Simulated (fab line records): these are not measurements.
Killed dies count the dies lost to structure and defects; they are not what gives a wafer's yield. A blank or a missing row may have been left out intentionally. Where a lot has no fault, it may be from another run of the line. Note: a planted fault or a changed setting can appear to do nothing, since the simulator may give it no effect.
Matching of chambers + flow n5-finfet + 3 sister chambers for N5_BEOL_M0_CO_CAP_123 on cvd-co-01
The step material Co, precursor CCTBA/H2, target thk 2 nm, time 102.1 s. 3 wafers are shown with their chamber, then 8 later ones without.

EACH WAFER AND ITS CHAMBER
| wafer  | chamber | heater-power-w (W) |
|--------|---------|--------------------|
| L079.5 | 1       | 216                |
| L083.6 | 0       | 236                |
| L084.2 | 2       | 228                |

WAFERS WITHOUT THEIR CHAMBER
| wafer  | heater-power-w (W) |
|--------|--------------------|
| L084.3 | 215                |
| L084.5 | 239                |
| L087.4 | 239                |
| L087.5 | 227                |
| L087.6 | 216                |
| L091.2 | 221                |
| L091.3 | 238                |
| L091.4 | 226                |

CHAMBER TAKEN BY EACH
| wafer  | from the rows above     | in truth |
|--------|-------------------------|----------|
| L084.3 | 1                       | 1        |
| L084.5 | 0                       | 0        |
| L087.4 | 0                       | 0        |
| L087.5 | 2                       | 2        |
| L087.6 | 1                       | 1        |
| L091.2 | can't be placed: 1 or 2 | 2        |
| L091.3 | 0                       | 0        |
| L091.4 | 2                       | 2        |
Correct placement for 7 of the 8. From these rows, 1 cannot be placed; in 1 the true chamber is one of the candidates. Number placed wrongly: 0.
How it was worked out, from the rows above alone: a wafer's distance from a chamber is the root of the sum, over the readings, of the square of ((its reading less the chamber's mean) divided by the reading's scatter). The wafer belongs to the nearest chamber; if the next one is less than 2 further off, it can't be placed. The mean given for a chamber averages the wafers shown for that chamber. The scatter: root of mean squared gap, hidden wafer to nearest shown wafer, with one shown wafer a chamber.
